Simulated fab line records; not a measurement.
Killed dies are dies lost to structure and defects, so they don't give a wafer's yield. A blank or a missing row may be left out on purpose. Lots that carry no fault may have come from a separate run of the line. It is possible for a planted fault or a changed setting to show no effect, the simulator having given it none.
fab line records + flow n5Finfet
record
- lots=10
- wafers=30
- lastDay=18
route steps=1938 shown BEOL_M1@812 BEOL_M4@1111 PASSIVATION@1936
lots untouched by any fault: they come from a run of this same line in which no faults occurred
startH: the number of hours between the record's first day and the start of the first shown wafer of the lot + waitH: time in hours since the lot's previous step + " as in the row above + L1.1+2: a row that stands for several wafers + - no value, or no start given + * or withheld: withheld + < > ~ a bound
route shown NAME@n: NAME is a module with steps in the file, n the number in the route of the first one + usual: average and standard deviation across the fault-free wafers + same: alike in all rows + chamber/n: place in a boat + sites: each site's reading + _std_site: their standard deviation + _edge_site: outer sites' mean less inner sites' + radiusMm: for every site, how far away it sits from the centre of the wafer + mask NAME#n: copy n + behind: the last tool/chamber to shape the wafer + hold: what put the lot on hold/how long, in hours/how the hold closed + device: whichever transistor did not switch (one of n, p or np) + end of line: at the end of the route, the tests of the same wafers + a step given without rows: its recipe and nothing more + killed: dies that structure and defects cost at the first sort, which is not the same as the wafer's yield + map: shows each die of a wafer: x if killed, . if not, _ if none is there
set.NAME: setting as actually run; set.NAME@STEP: the setting as run at that earlier step + model.NAME: the simulator's own value behind a step, which no gauge read
route steps across a sampled set of lots; one table per step, one row per wafer
## steps
# step N5_BEOL_M1_SURFACE_TREAT_85
# recipe
- gas=Ar
- timeS=*
- ionEnergyEv=*
- ionCurrentMaCm2=0.5
- pressureMtorr=*
- arFlowSccm=30
# usual
- throttleValvePct=*
| lot.wafer | tool          | chamber | startH | waitH | throttleValvePct |
|-----------|---------------|---------|--------|-------|------------------|
| L346.2    | pvdSputter-02 | -       | 126.84 | 0.4   | *                |
| L346.3    | "             | -       | "      | "     | *                |
| L346.4    | "             | -       | "      | "     | *                |
| L349.1    | pvdSputter-01 | -       | 141.29 | 0.2   | *                |
| L349.4    | "             | -       | "      | "     | *                |
| L349.6    | "             | -       | "      | "     | *                |
| L350.1    | pvdSputter-03 | -       | 144.84 | 0.2   | *                |
| L350.3    | "             | -       | "      | "     | *                |
| L350.6    | "             | -       | "      | "     | *                |
| L351.1    | pvdSputter-02 | -       | 153.05 | 0.1   | *                |
| L351.3    | "             | -       | "      | "     | *                |
| L351.5    | "             | -       | "      | "     | *                |
| L352.1    | pvdSputter-01 | -       | 159.62 | 0.2   | *                |
| L352.2    | "             | -       | "      | "     | *                |
| L352.4    | "             | -       | "      | "     | *                |
| L359.2    | pvdSputter-01 | -       | 213.20 | 0.4   | *                |
| L359.4    | "             | -       | "      | "     | *                |
| L359.6    | "             | -       | "      | "     | *                |
| L363.2    | pvdSputter-01 | -       | 225.23 | 0.2   | *                |
| L363.3    | "             | -       | "      | "     | *                |
| L363.4    | "             | -       | "      | "     | *                |
| L364.1    | pvdSputter-01 | -       | 232.68 | 0.2   | *                |
| L364.2    | "             | -       | "      | "     | *                |
| L364.5    | "             | -       | "      | "     | *                |
| L367.1    | pvdSputter-02 | -       | 264.66 | 0.4   | *                |
| L367.3    | "             | -       | "      | "     | *                |
| L367.4    | "             | -       | "      | "     | *                |
| L369.1    | pvdSputter-03 | -       | 269.86 | 0.3   | *                |
| L369.4    | "             | -       | "      | "     | *                |
| L369.5    | "             | -       | "      | "     | *                |
# step N5_BEOL_M1_ANNEAL_89
# recipe
- tempC=400
- timeS=240
- ambient=vacuum
# usual
- heaterPowerW=845/85
- susceptorTempC=400.00/0.21
| lot.wafer | tool          | chamber | startH | waitH | heaterPowerW | susceptorTempC |
|-----------|---------------|---------|--------|-------|--------------|----------------|
| L346.2    | pvdSputter-01 | -       | 128.25 | 0.0   | 926          | 400.39         |
| L346.3    | "             | -       | "      | "     | 721          | 399.99         |
| L346.4    | "             | -       | "      | "     | 823          | 399.69         |
| L349.1    | pvdSputter-02 | -       | 142.49 | 0.0   | 757          | 400.14         |
| L349.4    | "             | -       | "      | "     | 782          | 399.96         |
| L349.6    | "             | -       | "      | "     | 789          | 399.82         |
| L350.1    | pvdSputter-01 | -       | 146.03 | 0.0   | -            | -              |
| L350.3    | "             | -       | "      | "     | -            | -              |
| L350.6    | "             | -       | "      | "     | -            | -              |
| L351.1    | pvdSputter-02 | -       | 154.27 | 0.0   | -            | -              |
| L351.3    | "             | -       | "      | "     | -            | -              |
| L351.5    | "             | -       | "      | "     | -            | -              |
| L352.1    | pvdSputter-01 | -       | 160.86 | 0.0   | -            | -              |
| L352.2    | "             | -       | "      | "     | -            | -              |
| L352.4    | "             | -       | "      | "     | -            | -              |
| L359.2    | pvdSputter-02 | -       | 214.39 | 0.0   | 896          | 400.12         |
| L359.4    | "             | -       | "      | "     | 782          | 400.24         |
| L359.6    | "             | -       | "      | "     | 844          | 399.94         |
| L363.2    | pvdSputter-01 | -       | 226.91 | 0.0   | 841          | 400.02         |
| L363.3    | "             | -       | "      | "     | 725          | 400.05         |
| L363.4    | "             | -       | "      | "     | 927          | 399.99         |
| L364.1    | pvdSputter-02 | -       | 235.54 | 0.0   | 761          | 400.01         |
| L364.2    | "             | -       | "      | "     | 839          | 399.84         |
| L364.5    | "             | -       | "      | "     | 773          | 400.01         |
| L367.1    | pvdSputter-02 | -       | 267.82 | 0.0   | 834          | 399.97         |
| L367.3    | "             | -       | "      | "     | 791          | 399.82         |
| L367.4    | "             | -       | "      | "     | 894          | 399.82         |
| L369.1    | pvdSputter-03 | -       | 271.32 | 0.0   | 1038         | 400.27         |
| L369.4    | "             | -       | "      | "     | 852          | 400.01         |
| L369.5    | "             | -       | "      | "     | 894          | 400.07         |
# step N5_BEOL_M1_SPUTTER_92
# recipe
- material=Cu
- targetThkA=45
- tempC=-20
- chamberPressurePa=0.07
- powerW=withheld
- timeS=8.29
# usual
- chuckSensorTempC=-16.0/0.45
- throttleValvePct=30.2/1.3
| lot.wafer | tool          | chamber | startH | waitH | chuckSensorTempC | throttleValvePct |
|-----------|---------------|---------|--------|-------|------------------|------------------|
| L346.2    | pvdSputter-01 | -       | 128.61 | 0.1   | -16.0            | 29.9             |
| L346.3    | "             | -       | "      | "     | -16.1            | 31.3             |
| L346.4    | "             | -       | "      | "     | -16.1            | 31.4             |
| L349.1    | pvdSputter-02 | -       | 142.85 | 0.1   | -15.9            | 31.5             |
| L349.4    | "             | -       | "      | "     | -16.0            | 31.2             |
| L349.6    | "             | -       | "      | "     | -16.3            | 31.3             |
| L350.1    | pvdSputter-01 | -       | 146.39 | 0.1   | -16.0            | 31.5             |
| L350.3    | "             | -       | "      | "     | -16.0            | 30.1             |
| L350.6    | "             | -       | "      | "     | -15.9            | 31.2             |
| L351.1    | pvdSputter-02 | -       | 154.63 | 0.1   | -16.0            | 30.9             |
| L351.3    | "             | -       | "      | "     | -15.0            | 29.8             |
| L351.5    | "             | -       | "      | "     | -16.1            | 31.3             |
| L352.1    | pvdSputter-01 | -       | 161.22 | 0.1   | -16.3            | 29.2             |
| L352.2    | "             | -       | "      | "     | -15.9            | 31.3             |
| L352.4    | "             | -       | "      | "     | -16.1            | 30.1             |
| L359.2    | pvdSputter-02 | -       | 214.75 | 0.1   | -15.3            | 30.0             |
| L359.4    | "             | -       | "      | "     | -15.8            | 31.3             |
| L359.6    | "             | -       | "      | "     | -16.0            | 28.0             |
| L363.2    | pvdSputter-01 | -       | 227.27 | 0.1   | -16.1            | 31.5             |
| L363.3    | "             | -       | "      | "     | -16.5            | 28.9             |
| L363.4    | "             | -       | "      | "     | -16.2            | 30.1             |
| L364.1    | pvdSputter-02 | -       | 235.90 | 0.1   | -16.0            | 31.2             |
| L364.2    | "             | -       | "      | "     | -16.1            | 28.0             |
| L364.5    | "             | -       | "      | "     | -16.0            | 31.2             |
| L367.1    | pvdSputter-02 | -       | 268.18 | 0.1   | -16.1            | 27.7             |
| L367.3    | "             | -       | "      | "     | -16.2            | 31.4             |
| L367.4    | "             | -       | "      | "     | -15.1            | 29.8             |
| L369.1    | pvdSputter-03 | -       | 271.68 | 0.1   | -16.0            | 32.1             |
| L369.4    | "             | -       | "      | "     | -16.0            | 29.8             |
| L369.5    | "             | -       | "      | "     | -15.9            | 29.6             |
# step N5_BEOL_M1_ANNEAL_95
# recipe
- tempC=400
- timeS=240
- ambient=vacuum
# usual
- heaterPowerW=846/84
- susceptorTempC=399.99/0.2
| lot.wafer | tool          | chamber | startH | waitH | heaterPowerW | susceptorTempC |
|-----------|---------------|---------|--------|-------|--------------|----------------|
| L346.2    | pvdSputter-01 | -       | 128.91 | 0.0   | 934          | 400.20         |
| L346.3    | "             | -       | "      | "     | 705          | 399.83         |
| L346.4    | "             | -       | "      | "     | 831          | 399.83         |
| L349.1    | pvdSputter-02 | -       | 143.15 | 0.0   | 768          | 400.27         |
| L349.4    | "             | -       | "      | "     | 782          | 400.23         |
| L349.6    | "             | -       | "      | "     | 758          | 399.93         |
| L350.1    | pvdSputter-01 | -       | 146.69 | 0.0   | 841          | 399.78         |
| L350.3    | "             | -       | "      | "     | 914          | 400.03         |
| L350.6    | "             | -       | "      | "     | 862          | 399.92         |
| L351.1    | pvdSputter-02 | -       | 154.93 | 0.0   | 753          | 399.99         |
| L351.3    | "             | -       | "      | "     | 891          | 400.22         |
| L351.5    | "             | -       | "      | "     | 777          | 399.91         |
| L352.1    | pvdSputter-01 | -       | 161.52 | 0.0   | 747          | 399.89         |
| L352.2    | "             | -       | "      | "     | 840          | 400.14         |
| L352.4    | "             | -       | "      | "     | 929          | 400.34         |
| L359.2    | pvdSputter-02 | -       | 215.05 | 0.0   | 891          | 400.25         |
| L359.4    | "             | -       | "      | "     | 784          | 400.03         |
| L359.6    | "             | -       | "      | "     | 850          | 399.90         |
| L363.2    | pvdSputter-01 | -       | 227.57 | 0.0   | 840          | 399.98         |
| L363.3    | "             | -       | "      | "     | 748          | 399.79         |
| L363.4    | "             | -       | "      | "     | 915          | 399.79         |
| L364.1    | pvdSputter-02 | -       | 236.20 | 0.0   | 755          | 400.09         |
| L364.2    | "             | -       | "      | "     | 830          | 399.90         |
| L364.5    | "             | -       | "      | "     | 768          | 400.05         |
| L367.1    | pvdSputter-02 | -       | 268.48 | 0.0   | 844          | 400.12         |
| L367.3    | "             | -       | "      | "     | 776          | 399.90         |
| L367.4    | "             | -       | "      | "     | 896          | 400.14         |
| L369.1    | pvdSputter-03 | -       | 271.98 | 0.0   | 1031         | 399.90         |
| L369.4    | "             | -       | "      | "     | 869          | 399.70         |
| L369.5    | "             | -       | "      | "     | 891          | 399.69         |
# step N5_BEOL_M4_RC_MEAS_101
# usual
- DIBL_N=36.2/1.7
- DIBL_P=36.2/2.2
- IOFF_N=0.16/0.035
- IOFF_P=0.21/0.042
- ION_N=673/13
- ION_P=462/7.9
- SS_N=71.4/0.59
- SS_P=73.2/0.7
- VT_N=250/3.6
- VT_P=-251/3.5
| lot.wafer | tool      | chamber | startH | waitH | DIBL_N[mV/V] | DIBL_P[mV/V] | IOFF_N[nA/um] | IOFF_P[nA/um] | ION_N[uA/um] | ION_P[uA/um] | SS_N[mV/dec] | SS_P[mV/dec] | VT_N[mV] | VT_P[mV] |
|-----------|-----------|---------|--------|-------|--------------|--------------|---------------|---------------|--------------|--------------|--------------|--------------|----------|----------|
| L346.2    | prober-01 | 0       | 158.81 | 0.2   | 39.5         | 39.9         | 0.20          | 0.24          | 672          | 458          | 72.9         | 74.6         | 248      | -248     |
| L346.3    | "         | 0       | "      | "     | 37.5         | 36.7         | 0.17          | 0.20          | 681          | 461          | 71.9         | 74.5         | 253      | -251     |
| L346.4    | "         | 0       | "      | "     | 34.2         | 33.5         | 0.11          | 0.15          | 642          | 443          | 71.0         | 72.4         | 256      | -256     |
| L349.1    | prober-02 | 0       | 175.22 | 0.0   | 36.6         | 37.7         | 0.20          | 0.26          | 688          | 468          | 72.1         | 73.4         | 243      | -246     |
| L349.4    | "         | 0       | "      | "     | 39.1         | 41.7         | 0.27          | 0.34          | 713          | 482          | 71.7         | 74.9         | 240      | -244     |
| L349.6    | "         | 0       | "      | "     | 39.0         | 41.1         | 0.27          | 0.34          | 696          | 476          | 72.7         | 74.9         | 240      | -243     |
| L350.1    | prober-02 | 0       | 178.17 | 0.0   | 35.5         | 34.9         | 0.14          | 0.19          | 667          | 464          | 70.9         | 73.4         | 251      | -251     |
| L350.3    | "         | 0       | "      | "     | 34.1         | 33.8         | 0.12          | 0.18          | 673          | 467          | 70.8         | 72.8         | 250      | -254     |
| L350.6    | "         | 0       | "      | "     | 36.4         | 35.9         | 0.17          | 0.21          | 689          | 467          | 71.2         | 72.6         | 247      | -250     |
| L351.1    | prober-01 | 0       | 188.64 | 0.0   | 39.8         | 40.7         | 0.25          | 0.32          | 705          | 485          | 72.4         | 74.7         | 240      | -245     |
| L351.3    | "         | 0       | "      | "     | 39.8         | 39.1         | 0.22          | 0.28          | 680          | 468          | 71.3         | 74.4         | 246      | -248     |
| L351.5    | "         | 0       | "      | "     | 41.5         | 41.8         | 0.28          | 0.36          | 688          | 478          | 72.1         | 74.7         | 243      | -243     |
| L352.1    | prober-01 | 0       | 196.32 | 0.0   | 35.6         | 38.0         | 0.17          | 0.21          | 681          | 456          | 71.0         | 72.9         | 252      | -250     |
| L352.2    | "         | 0       | "      | "     | 34.7         | 36.0         | 0.14          | 0.18          | 662          | 454          | 71.7         | 73.0         | 250      | -253     |
| L352.4    | "         | 0       | "      | "     | 38.1         | 39.9         | 0.20          | 0.23          | 681          | 458          | 71.8         | 74.0         | 249      | -251     |
| L359.2    | prober-02 | 0       | 247.97 | 0.2   | 36.2         | 34.2         | 0.14          | 0.17          | 679          | 460          | 72.2         | 73.1         | 252      | -255     |
| L359.4    | "         | 0       | "      | "     | 35.7         | 34.5         | 0.13          | 0.17          | 680          | 461          | 70.5         | 73.2         | 254      | -256     |
| L359.6    | "         | 0       | "      | "     | 37.3         | 35.9         | 0.15          | 0.19          | 674          | 461          | 71.6         | 72.7         | 253      | -251     |
| L363.2    | prober-02 | 0       | 277.09 | 0.2   | 36.2         | 35.5         | 0.16          | 0.21          | 670          | 465          | 71.2         | 73.1         | 251      | -249     |
| L363.3    | "         | 0       | "      | "     | 35.4         | 35.1         | 0.16          | 0.21          | 677          | 468          | 71.6         | 73.0         | 249      | -249     |
| L363.4    | "         | 0       | "      | "     | 36.9         | 37.5         | 0.17          | 0.24          | 676          | 462          | 72.2         | 73.1         | 249      | -249     |
| L364.1    | prober-02 | 0       | 281.11 | 0.0   | 32.5         | 32.9         | 0.10          | 0.15          | 654          | 455          | 71.2         | 72.3         | 256      | -254     |
| L364.2    | "         | 0       | "      | "     | 32.4         | 31.6         | 0.10          | 0.14          | 648          | 446          | 70.5         | 72.4         | 256      | -255     |
| L364.5    | "         | 0       | "      | "     | 32.2         | 30.7         | 0.09          | 0.13          | 648          | 446          | 70.4         | 72.3         | 258      | -258     |
| L367.1    | prober-01 | 0       | 302.20 | 0.0   | 37.8         | 37.2         | 0.16          | 0.25          | 669          | 459          | 71.8         | 73.6         | 247      | -247     |
| L367.3    | "         | 0       | "      | "     | 36.2         | 34.0         | 0.12          | 0.19          | 673          | 462          | 71.5         | 72.6         | 255      | -251     |
| L367.4    | "         | 0       | "      | "     | 37.1         | 34.9         | 0.15          | 0.21          | 675          | 470          | 70.9         | 72.3         | 249      | -249     |
| L369.1    | prober-01 | 0       | 305.78 | 0.0   | 34.9         | 36.8         | 0.15          | 0.17          | 665          | 450          | 70.6         | 73.9         | 252      | -257     |
| L369.4    | "         | 0       | "      | "     | 35.1         | 35.5         | 0.14          | 0.16          | 672          | 451          | 71.4         | 73.2         | 252      | -259     |
| L369.5    | "         | 0       | "      | "     | 34.1         | 35.1         | 0.13          | 0.16          | 666          | 454          | 71.0         | 73.1         | 255      | -258     |
# step N5_PASSIVATION_PROBE_49
# usual
- defectLimitedYield=91.4/1.4
- killed_at_M0_to_M3=31/10
- killed_at_M4_up=14/5.6
- killedAtContacts=13/6.3
- killedAtFrontEnd=39/10
- killedAtOther=4/3.1
- killedDies=101/16
- killedOnRim=13/3.9
- killedOpen=65/13
- killedShort=34/7.2
- sort_bin_4_leakage=0.00/0.007
- sort_bin_5_function=5.1/0.88
- sort_bin_6_memory=3.2/0.66
- sort_bin_8_speed=0.00/0.007
- sortNPass=1079/16
- sortYieldPct=91.4/1.4
# same
- grossDies=1180
- killedAtBackSide=0
| lot.wafer | tool      | chamber | startH | waitH | defectLimitedYield[%] | killed_at_M0_to_M3 | killed_at_M4_up | killedAtContacts | killedAtFrontEnd | killedAtOther | killedDies | killedOnRim | killedOpen | killedShort | sort_bin_4_leakage[%] | sort_bin_5_function[%] | sort_bin_6_memory[%] | sort_bin_8_speed[%] | sortNPass | sortYieldPct[%] |
|-----------|-----------|---------|--------|-------|-----------------------|--------------------|-----------------|------------------|------------------|---------------|------------|-------------|------------|-------------|-----------------------|------------------------|----------------------|---------------------|-----------|-----------------|
| L349.1    | prober-01 | -       | 284.85 | 0.0   | 89.1                  | 17                 | 19              | 5                | 83               | 5             | 129        | 21          | 80         | 42          | 0                     | 5.7                    | 4.2                  | 0                   | 1051      | 89.1            |
| L349.4    | prober-01 | -       | 285.00 | 0.2   | 86.8                  | 47                 | 22              | 27               | 56               | 4             | 156        | 10          | 113        | 42          | 0                     | 7.9                    | 4.7                  | 0                   | 1024      | 86.8            |
| L349.6    | prober-01 | -       | 285.10 | 0.3   | 91.5                  | 17                 | 16              | 18               | 46               | 3             | 100        | 16          | 69         | 28          | 0                     | 4.6                    | 3.3                  | 0                   | 1080      | 91.5            |
| L350.1    | prober-02 | -       | 286.84 | 0.0   | 90.8                  | 44                 | 16              | 5                | 34               | 10            | 109        | 19          | 74         | 35          | 0                     | 6.5                    | 2.6                  | 0                   | 1071      | 90.8            |
| L350.3    | prober-02 | -       | 286.94 | 0.1   | 90.3                  | 43                 | 32              | 12               | 22               | 5             | 114        | 19          | 80         | 32          | 0                     | 5.8                    | 3.6                  | 0                   | 1066      | 90.3            |
| L350.6    | prober-02 | -       | 287.09 | 0.3   | 91.8                  | 32                 | 20              | 12               | 28               | 5             | 97         | 11          | 62         | 35          | 0                     | 4.7                    | 3.2                  | 0                   | 1083      | 91.8            |
| L369.1    | prober-02 | -       | 436.37 | 0.0   | 92.4                  | 27                 | 6               | 5                | 49               | 3             | 90         | 14          | 56         | 34          | 0                     | 4.4                    | 2.9                  | 0                   | 1090      | 92.4            |
| L369.4    | prober-02 | -       | 436.52 | 0.2   | 91.9                  | 26                 | 10              | 8                | 49               | 2             | 95         | 12          | 67         | 28          | 0                     | 4.2                    | 3.7                  | 0                   | 1085      | 91.9            |
| L369.5    | prober-02 | -       | 436.57 | 0.2   | 93.3                  | 32                 | 9               | 2                | 35               | 1             | 79         | 3           | 57         | 22          | 0                     | 4.1                    | 2.3                  | 0                   | 1101      | 93.3            |
# killed by level:class
L349.1 FIN_SAQP:geometricParticle:open=27 STI_FIN_REVEAL:geometricParticle:open=21 FIN_SAQP:geometricParticle:short=15 BEOL_M0_SAQP:geometricParticle:short=7 BEOL_M4:geometricParticle:open=7 BEOL_M4:geometricParticle:short=4 HKMG_FIN:areaEtch=4 MOL_CONTACT_COAG:geometricParticle:open=3
L349.4 STI_FIN_REVEAL:geometricParticle:open=34 MOL_CONTACT_COAG:geometricParticle:open=19 BEOL_M1:geometricParticle:open=10 MOL_CONTACT_COAG:geometricParticle:short=8 BEOL_M0_SAQP:geometricParticle:open=7 BEOL_M1:geometricParticle:short=7 FIN_SAQP:geometricParticle:open=6 STI_FIN_REVEAL:geometricParticle:short=6
L349.6 FIN_SAQP:geometricParticle:open=13 MOL_CONTACT_COAG:geometricParticle:open=13 STI_FIN_REVEAL:geometricParticle:open=10 BEOL_M3:geometricParticle:open=8 MOL_CONTACT_COAG:geometricParticle:short=5 GATE_CUT:geometricParticle:short=4 BEOL_M4:geometricParticle:open=4 FIN_SAQP:geometricParticle:short=3
L350.1 BEOL_M3:geometricParticle:open=10 BEOL_M2:geometricParticle:open=9 DUMMY_GATE:geometricParticle:open=9 BEOL_M0_SAQP:geometricParticle:short=8 BEOL_M0_SAQP:geometricParticle:open=8 BEOL_M4:geometricParticle:short=6 BEOL_M1:geometricParticle:open=6 FIN_SAQP:geometricParticle:open=5
L350.3 BEOL_M4:geometricParticle:open=21 BEOL_M2:geometricParticle:open=14 BEOL_M0_SAQP:geometricParticle:short=10 MOL_CONTACT_COAG:geometricParticle:open=9 BEOL_M3:geometricParticle:open=7 STI_FIN_REVEAL:geometricParticle:open=5 STARTING-WAFER:geometricParticle:open=4 FIN_SAQP:geometricParticle:short=3
L350.6 BEOL_M4:geometricParticle:open=14 MOL_CONTACT_COAG:geometricParticle:open=7 BEOL_M0_SAQP:geometricParticle:short=7 STI_FIN_REVEAL:geometricParticle:open=6 BEOL_M0_SAQP:geometricParticle:open=6 MOL_CONTACT_COAG:geometricParticle:short=5 BEOL_M3:geometricParticle:open=5 BEOL_M3:geometricParticle:short=4
L369.1 FIN_SAQP:geometricParticle:short=13 BEOL_M3:geometricParticle:open=10 STI_FIN_REVEAL:geometricParticle:open=9 FIN_SAQP:geometricParticle:open=7 DUMMY_GATE:geometricParticle:open=5 MOL_CONTACT_COAG:geometricParticle:open=5 BEOL_M2:geometricParticle:open=4 DUMMY_GATE:geometricParticle:short=3
L369.4 FIN_SAQP:geometricParticle:open=16 FIN_SAQP:geometricParticle:short=10 BEOL_M2:geometricParticle:open=9 STI_FIN_REVEAL:geometricParticle:open=8 MOL_CONTACT_COAG:geometricParticle:open=7 BEOL_M3:geometricParticle:open=6 BEOL_M0_SAQP:geometricParticle:open=3 BEOL_M0:geometricParticle:open=3
L369.5 FIN_SAQP:geometricParticle:open=18 BEOL_M3:geometricParticle:open=12 FIN_SAQP:geometricParticle:short=9 BEOL_M1:geometricParticle:open=5 BEOL_M2:geometricParticle:open=4 BEOL_M0_SAQP:geometricParticle:open=3 BEOL_M3:geometricParticle:short=3 BEOL_M10:geometricParticle:open=3
## key
firstSign
- step=N5_BEOL_M1_ANNEAL_89
- reading=toolRecord
- direction=missing
effect none on later readings
metAt N5_BEOL_M1_ANNEAL_89
struckLots L350,L351,L352
notActingAt N5_BEOL_M1_SURFACE_TREAT_85,N5_BEOL_M1_SPUTTER_92,N5_BEOL_M1_ANNEAL_95
onsetBetween 142.49 146.03
fault
- kind=skippedStepWhole
- tool=pvdSputter-01,pvdSputter-02
- chamber=-
- onsetH=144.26
- steps=N5_BEOL_M1_ANNEAL_89
- scope=struckLotsOnly
